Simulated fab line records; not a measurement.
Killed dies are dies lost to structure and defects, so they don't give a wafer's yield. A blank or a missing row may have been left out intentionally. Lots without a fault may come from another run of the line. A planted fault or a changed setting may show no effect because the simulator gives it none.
The tool behind it: which one?	flow nand_harc	24 lots, 72 wafers sampled, at 6 steps of a route of 1159

## WHAT THE GAUGES SHOWED, per wafer
The record holds no reading of a measuring or inspecting step that can be judged against a usual standard deviation.

## EACH LOT AND THE TOOL THAT RAN IT (in order: tool; ch and the chambers of the sampled wafers; start)
lot	NHARC_A_STAIRCASE_ETCH_253	NHARC_A_STAIRCASE_STRIP_295	NHARC_A_STAIRCASE_DESCUM_312	NHARC_A_STAIRCASE_DESCUM_443	NHARC_A_SLIT_DEP_25	NHARC_A_WL_FILL_ETCHBACK_04
L075	rie_diel-05 ch 1,3, day 11 09:28	rie_diel-02 ch 0,1,3, day 11 18:32 or earlier	rie_diel-04 ch 0,1,2, day 11 18:32	rie_diel-05 ch 0,3, day 13 14:52	pecvd-04 ch 1,2, day 14 03:56	rie_metal-02 ch 0,1, day 15 02:44
L074	rie_diel-05 ch 1,2,3, day 11 13:28	rie_diel-05 ch 0,1,3, day 11 23:22 or earlier	rie_diel-04 ch 0,3, day 11 23:22	rie_diel-04 ch 0,1, day 13 15:28	pecvd-02 ch 0,1, day 14 03:52	rie_metal-03 ch 0,1, day 15 02:04
L077	rie_diel-04 ch 0,1,3, day 11 23:12	rie_diel-04 ch 1,2,3, day 12 10:53 or earlier	rie_diel-05 ch 0,2,3, day 12 10:53	rie_diel-02 ch 0,1,2, day 14 03:27	pecvd-03 ch 0,1,2, day 14 16:56	rie_metal-01 ch 0, day 15 11:25
L076	rie_diel-05 ch 1,2,3, day 11 23:33	rie_diel-05 ch 0,2,3, day 12 09:32 or earlier	rie_diel-05 ch 0,3, day 12 09:32	rie_diel-05 ch 2,3, day 14 03:19	pecvd-03 ch 0,2, day 14 16:40	rie_metal-02 ch 0,1, day 15 13:50
L080	rie_diel-02 ch 1,2, day 12 23:41	rie_diel-05 ch 1,2,3, day 13 14:11 or earlier	rie_diel-04 ch 0,2, day 13 14:11	rie_diel-02 ch 1,2, day 15 08:03	pecvd-03 ch 0,2, day 15 20:52	rie_metal-01 ch 0,1, day 16 16:16
L079	rie_diel-05 ch 1,2,3, day 13 04:30	rie_diel-02 ch 0,1, day 13 17:31 or earlier	rie_diel-05 ch 0,2,3, day 13 17:31	rie_diel-02 ch 1,2,3, day 15 08:07	pecvd-04 ch 0,1,2, day 15 20:52	rie_metal-03 ch 0,1, day 16 19:02
L078	rie_diel-02 ch 1,2,3, day 13 05:01	rie_diel-05 ch 0,1,2, day 13 18:14 or earlier	rie_diel-04 ch 0,1,2, day 13 18:14	rie_diel-02 ch 0,2,3, day 15 08:10	pecvd-03 ch 0,1,2, day 15 21:02	rie_metal-02 ch 0,1, day 16 16:22
L082	rie_diel-05 ch 0,1,2, day 13 17:00	rie_diel-05 ch 1,2,3, day 14 03:10 or earlier	rie_diel-05 ch 0,1,2, day 14 03:10	rie_diel-05 ch 1,2,3, day 15 19:37	pecvd-04 ch 0,1,2, day 16 08:32	rie_metal-01 ch 0,1, day 17 09:22
L081	rie_diel-02 ch 1,2,3, day 13 17:20	rie_diel-04 ch 0,1, day 14 05:09 or earlier	rie_diel-05 ch 0,1,2, day 14 05:09	rie_diel-04 ch 2,3, day 15 20:02	pecvd-02 ch 1,2, day 16 08:32	rie_metal-03 ch 0,1, day 17 10:03
L083	rie_diel-05 ch 0,3, day 13 20:05	rie_diel-05 ch 1,2,3, day 14 05:19 or earlier	rie_diel-02 ch 0,1,3, day 14 05:19	rie_diel-02 ch 0,1, day 15 19:47	pecvd-03 ch 1,2, day 16 08:29	rie_metal-03 ch 0,1, day 17 06:40
L084	rie_diel-05 ch 1,2,3, day 14 05:19	rie_diel-05 ch 1,2,3, day 14 14:59 or earlier	rie_diel-05 ch 0,2,3, day 14 14:59	rie_diel-02 ch 1,2, day 16 11:20	pecvd-03 ch 0,1, day 17 00:43	rie_metal-03 ch 0, day 17 20:50
L086	rie_diel-05 ch 2,3, day 14 14:26	rie_diel-05 ch 0,1,3, day 14 23:44 or earlier	rie_diel-05 ch 0,2,3, day 14 23:44	rie_diel-04 ch 2,3, day 16 15:29	pecvd-02 ch 1,2, day 17 04:05	rie_metal-01 ch 0,1, day 18 01:59
L087	rie_diel-05 ch 0,1,3, day 14 16:02	rie_diel-05 ch 0,1,2, day 15 02:27 or earlier	rie_diel-04 ch 0,1,3, day 15 02:27	rie_diel-04 ch 0,2,3, day 16 21:19	pecvd-04 ch 0,1,2, day 17 11:05	rie_metal-02 ch 0,1, day 18 11:46
L085	rie_diel-04 ch 0,1,3, day 14 19:51	rie_diel-05 ch 0,2, day 15 04:53 or earlier	rie_diel-04 ch 0,1,2, day 15 04:53	rie_diel-05 ch 0,1,2, day 16 21:32	pecvd-03 ch 1,2, day 17 11:14	rie_metal-03 ch 0,1, day 18 07:15
L089	rie_diel-02 ch 0,1,3, day 15 05:25	rie_diel-04 ch 0,1,2, day 15 16:09 or earlier	rie_diel-02 ch 0,1,2, day 15 16:09	rie_diel-05 ch 1,3, day 17 09:59	pecvd-04 ch 0,1,2, day 17 22:49	rie_metal-02 ch 0,1, day 18 17:20
L088	rie_diel-04 ch 0,2,3, day 15 05:28	rie_diel-04 ch 0,1,2, day 15 18:06 or earlier	rie_diel-04 ch 0,1,2, day 15 18:06	rie_diel-02 ch 0,3, day 17 09:47	pecvd-03 ch 1,2, day 17 22:47	rie_metal-03 ch 0,1, day 18 18:11
L093	rie_diel-05 ch 1,2,3, day 15 19:11	rie_diel-05 ch 1,3, day 16 06:31 or earlier	rie_diel-05 ch 1,2,3, day 16 06:31	rie_diel-04 ch 0,1,3, day 18 02:43	pecvd-04 ch 0,1,2, day 18 15:11	rie_metal-02 ch 0,1, day 19 11:40
L090	rie_diel-05 ch 1,2,3, day 15 21:24	rie_diel-05 ch 0,1, day 16 11:26 or earlier	rie_diel-05 ch 1,2,3, day 16 11:26	rie_diel-05 ch 0,1, day 18 02:34	pecvd-02 ch 0,1, day 18 15:14	rie_metal-01 ch 0,1, day 19 10:13
L091	rie_diel-02 ch 1,2, day 15 21:25	rie_diel-02 ch 0,1, day 16 11:51 or earlier	rie_diel-05 ch 0,3, day 16 11:51	rie_diel-04 ch 0,2, day 18 10:53	pecvd-02 ch 0,1,2, day 18 23:30	rie_metal-03 ch 0,1, day 19 19:02
L092	rie_diel-05 ch 0,2, day 16 00:47	rie_diel-05 ch 2,3, day 16 17:13 or earlier	rie_diel-05 ch 2,3, day 16 17:13	rie_diel-02 ch 0,1,3, day 18 21:25	pecvd-03 ch 0,2, day 19 10:13	rie_metal-01 ch 0,1, day 20 05:13
L095	rie_diel-04 ch 2,3, day 16 08:27	rie_diel-02 ch 0,1, day 16 23:09 or earlier	rie_diel-04 ch 0,2, day 16 23:09	rie_diel-04 ch 0,1,3, day 18 21:40	pecvd-02 ch 0,2, day 19 10:03	rie_metal-03 ch 1, day 20 07:23
L094	rie_diel-05 ch 2,3, day 16 09:42	rie_diel-05 ch 0,1,3, day 17 01:02 or earlier	rie_diel-04 ch 0,2,3, day 17 01:02	rie_diel-05 ch 0,2, day 18 21:14	pecvd-03 ch 0,2, day 19 10:01	rie_metal-01 ch 0,1, day 20 04:34
L096	rie_diel-05 ch 1,2,3, day 16 14:53	rie_diel-02 ch 1,2,3, day 17 03:19 or earlier	rie_diel-02 ch 0,1,2, day 17 03:19	rie_diel-05 ch 0,1,3, day 19 04:25	pecvd-02 ch 0,2, day 19 17:34	rie_metal-02 ch 0,1, day 20 14:04
L097	rie_diel-04 ch 0,2,3, day 17 03:25	rie_diel-04 ch 0,1,3, day 17 15:41 or earlier	rie_diel-05 ch 0,2,3, day 17 15:41	rie_diel-02 ch 1,2,3, day 19 13:41	pecvd-03 ch 0,2, day 20 04:34	rie_metal-01 ch 0,1, day 21 02:07
- NHARC_A_STAIRCASE_ETCH_253: etches the open film in C4F8/O2, target depth 50 nm, time 20.2 s.
- NHARC_A_STAIRCASE_STRIP_295: strips in O2.
- NHARC_A_STAIRCASE_DESCUM_312: chemistry O2, time 3 s.
- NHARC_A_STAIRCASE_DESCUM_443: chemistry O2, time 3 s.
- NHARC_A_SLIT_DEP_25: deposits SiO2, target thk 200 nm.
- NHARC_A_WL_FILL_ETCHBACK_04: etches the open film in NF3, target depth 60 nm, time 120 s.

## AS READ BY THE TOOLS THEMSELVES (means over the sampled wafers that have a number; for cases with no such wafer, the mark the record gives instead)
NHARC_A_STAIRCASE_ETCH_253.
lot	tool	oes_product_au (a.u.)	rf_vpp_V (V)
L075	rie_diel-05	0.962	894
L074	rie_diel-05	0.948	894
L077	rie_diel-04	0.949	899
L076	rie_diel-05	0.951	895
L080	rie_diel-02	0.926	899
L079	rie_diel-05	0.948	895
L078	rie_diel-02	0.928	898
L082	rie_diel-05	0.945	892
L081	rie_diel-02	0.963	897
L083	rie_diel-05	0.954	896
L084	rie_diel-05	0.915	895
L086	rie_diel-05	0.914	897
L087	rie_diel-05	0.915	893
L085	rie_diel-04	0.957	898
L089	rie_diel-02	0.928	897
L088	rie_diel-04	0.946	896
L093	rie_diel-05	0.960	895
L090	rie_diel-05	0.933	894
L091	rie_diel-02	0.972	898
L092	rie_diel-05	0.949	891
L095	rie_diel-04	0.959	898
L094	rie_diel-05	0.967	897
L096	rie_diel-05	0.916	895
L097	rie_diel-04	0.962	896

NHARC_A_STAIRCASE_STRIP_295.
lot	tool	drypump_motor_current_A (A)	oes_product_au (a.u.)	rf_vpp_V (V)	showerhead_plenum_p_Torr (Torr)	throttle_valve_pct (%)
L075	rie_diel-02	5.5	1.002	57.6	3.58	17.024
L074	rie_diel-05	5.6	0.978	57.3	3.47	17.033
L077	rie_diel-04	5.5	0.999	58.6	3.65	17.032
L076	rie_diel-05	5.4	0.996	57.8	3.52	17.027
L080	rie_diel-05	5.7	0.994	58.1	3.51	17.033
L079	rie_diel-02	5.7	0.997	58.1	3.64	17.043
L078	rie_diel-05	5.8	0.991	56.5	3.43	17.029
L082	rie_diel-05	5.7	0.999	57.7	3.50	17.037
L081	rie_diel-04	5.5	0.991	58.0	3.66	17.035
L083	rie_diel-05	5.7	0.992	57.1	3.50	17.037
L084	rie_diel-05	5.7	0.982	57.0	3.50	17.027
L086	rie_diel-05	5.6	0.993	58.3	3.46	17.038
L087	rie_diel-05	5.8	0.992	58.4	3.43	17.038
L085	rie_diel-05	5.5	0.991	56.9	3.47	17.036
L089	rie_diel-04	5.4	1.001	58.2	3.58	17.039
L088	rie_diel-04	5.4	0.998	58.2	3.58	17.037
L093	rie_diel-05	5.5	0.986	57.4	3.52	17.029
L090	rie_diel-05	6.1	0.986	57.4	3.38	17.046
L091	rie_diel-02	5.7	0.991	57.9	3.55	17.029
L092	rie_diel-05	5.2	0.989	57.7	3.57	17.040
L095	rie_diel-02	5.7	0.994	58.1	3.63	17.039
L094	rie_diel-05	5.6	0.988	57.3	3.45	17.037
L096	rie_diel-02	5.7	0.992	58.3	3.54	17.033
L097	rie_diel-04	5.6	0.991	58.8	3.59	17.029

NHARC_A_STAIRCASE_DESCUM_312.
lot	tool	drypump_motor_current_A (A)	oes_product_au (a.u.)	rf_vpp_V (V)	showerhead_plenum_p_Torr (Torr)	throttle_valve_pct (%)
L075	rie_diel-04	5.3	1.006	57.5	1.95	11.314
L074	rie_diel-04	5.6	1.011	58.2	1.94	11.305
L077	rie_diel-05	5.3	0.990	58.3	1.91	11.313
L076	rie_diel-05	5.2	0.994	57.0	1.88	11.322
L080	rie_diel-04	5.2	0.998	58.2	1.91	11.315
L079	rie_diel-05	5.3	0.993	57.5	1.90	11.313
L078	rie_diel-04	5.4	1.000	57.9	1.94	11.317
L082	rie_diel-05	5.8	0.996	56.9	1.86	11.310
L081	rie_diel-05	5.8	0.997	57.6	1.86	11.311
L083	rie_diel-02	5.5	1.001	58.4	1.93	11.317
L084	rie_diel-05	5.3	1.000	58.6	1.90	11.306
L086	rie_diel-05	5.3	0.990	57.0	1.90	11.307
L087	rie_diel-04	5.6	0.988	58.5	1.96	11.308
L085	rie_diel-04	5.3	1.002	57.8	1.94	11.311
L089	rie_diel-02	5.9	0.999	57.9	1.97	11.306
L088	rie_diel-04	5.3	0.995	57.7	1.94	11.313
L093	rie_diel-05	5.7	0.992	57.7	1.89	11.315
L090	rie_diel-05	5.7	0.992	57.5	1.89	11.306
L091	rie_diel-05	5.1	0.998	58.1	1.92	11.306
L092	rie_diel-05	5.4	1.001	58.2	1.92	11.311
L095	rie_diel-04	5.2	0.997	57.9	1.90	11.306
L094	rie_diel-04	5.4	1.001	58.1	1.91	11.317
L096	rie_diel-02	5.9	0.998	58.4	1.96	11.313
L097	rie_diel-05	5.3	0.996	57.6	1.89	11.303

NHARC_A_STAIRCASE_DESCUM_443.
lot	tool	drypump_motor_current_A (A)	oes_product_au (a.u.)	rf_vpp_V (V)	showerhead_plenum_p_Torr (Torr)	throttle_valve_pct (%)
L075	rie_diel-05	5.1	0.992	58.7	1.93	11.318
L074	rie_diel-04	5.5	1.003	57.5	1.99	11.319
L077	rie_diel-02	5.9	0.996	58.0	1.97	11.312
L076	rie_diel-05	5.4	0.998	57.6	1.92	11.315
L080	rie_diel-02	6.1	0.998	58.4	1.96	11.309
L079	rie_diel-02	5.6	1.000	57.6	1.93	11.308
L078	rie_diel-02	5.6	1.004	57.8	1.97	11.319
L082	rie_diel-05	5.7	0.991	57.7	1.89	11.312
L081	rie_diel-04	5.5	0.998	58.1	1.95	11.308
L083	rie_diel-02	5.8	0.992	58.3	1.93	11.315
L084	rie_diel-02	5.9	0.995	58.2	1.92	11.315
L086	rie_diel-04	5.3	0.998	58.3	1.93	11.312
L087	rie_diel-04	5.4	1.002	57.8	1.91	11.316
L085	rie_diel-05	5.8	0.997	57.6	1.85	11.317
L089	rie_diel-05	6.0	0.997	57.3	1.86	11.310
L088	rie_diel-02	5.4	0.994	57.6	1.97	11.309
L093	rie_diel-04	5.5	0.997	57.3	1.95	11.307
L090	rie_diel-05	6.1	0.986	57.3	1.82	11.308
L091	rie_diel-04	5.3	0.998	56.9	1.86	11.317
L092	rie_diel-02	5.4	0.995	57.1	1.92	11.314
L095	rie_diel-04	5.5	0.996	56.8	1.95	11.311
L094	rie_diel-05	5.6	0.992	59.0	1.87	11.306
L096	rie_diel-05	5.6	0.988	58.5	1.86	11.309
L097	rie_diel-02	5.6	0.985	57.3	1.92	11.313

NHARC_A_SLIT_DEP_25.
lot	tool	heater_power_w (W)	throttle_valve_pct (%)
L075	pecvd-04	565	15.9
L074	pecvd-02	613	15.6
L077	pecvd-03	542	15.7
L076	pecvd-03	522	16.1
L080	pecvd-03	571	16.2
L079	pecvd-04	569	15.8
L078	pecvd-03	527	15.9
L082	pecvd-04	580	15.8
L081	pecvd-02	686	15.7
L083	pecvd-03	538	15.7
L084	pecvd-03	514	15.7
L086	pecvd-02	680	15.9
L087	pecvd-04	569	15.6
L085	pecvd-03	595	15.7
L089	pecvd-04	531	15.4
L088	pecvd-03	550	16.0
L093	pecvd-04	542	15.5
L090	pecvd-02	555	15.8
L091	pecvd-02	626	15.9
L092	pecvd-03	536	16.2
L095	pecvd-02	552	16.0
L094	pecvd-03	494	16.0
L096	pecvd-02	606	16.1
L097	pecvd-03	541	16.5

NHARC_A_WL_FILL_ETCHBACK_04.
lot	tool	drypump_motor_current_A (A)	oes_product_au (a.u.)
L075	rie_metal-02	5.3	1.000
L074	rie_metal-03	5.4	0.994
L077	rie_metal-01	5.2	1.000
L076	rie_metal-02	5.3	0.999
L080	rie_metal-01	5.5	0.995
L079	rie_metal-03	5.3	1.000
L078	rie_metal-02	5.3	0.998
L082	rie_metal-01	5.4	0.994
L081	rie_metal-03	5.4	0.998
L083	rie_metal-03	5.4	0.979
L084	rie_metal-03	5.4	0.988
L086	rie_metal-01	5.4	0.995
L087	rie_metal-02	5.7	0.998
L085	rie_metal-03	5.4	0.990
L089	rie_metal-02	5.3	1.001
L088	rie_metal-03	5.4	0.992
L093	rie_metal-02	5.7	1.000
L090	rie_metal-01	5.4	0.996
L091	rie_metal-03	5.4	0.994
L092	rie_metal-01	5.4	0.990
L095	rie_metal-03	5.4	0.990
L094	rie_metal-01	5.4	0.996
L096	rie_metal-02	5.3	1.000
L097	rie_metal-01	5.5	1.003

## THE ANSWER, worked out from the rows above alone
Rule: the usual values come from the lots themselves. The widest of any qualifying gaps counts: lots, ordered by their means at a reading, are off when they make up no more than a third of the lots, leave a main group of 4 or more, and stand apart from it by 3 or more times the standard deviation of that group's means. A main group whose means are all the same, to the digits that the tables above print for the reading, isn't used. A lot without any number at a reading at which 4 lots or more have one is off too. Any other lot the step has rows for is counted as sound. First the gauges in route order, then the tools' own readings, where a lot's mean is used as printed above. The first step at which some lot is off is used, and at that step the reading that is off furthest; a lot without a number counts as furthest.
None of the lots is off at any reading shown; this tells nothing.

## WHAT WAS PUT IN BY THE SIMULATOR
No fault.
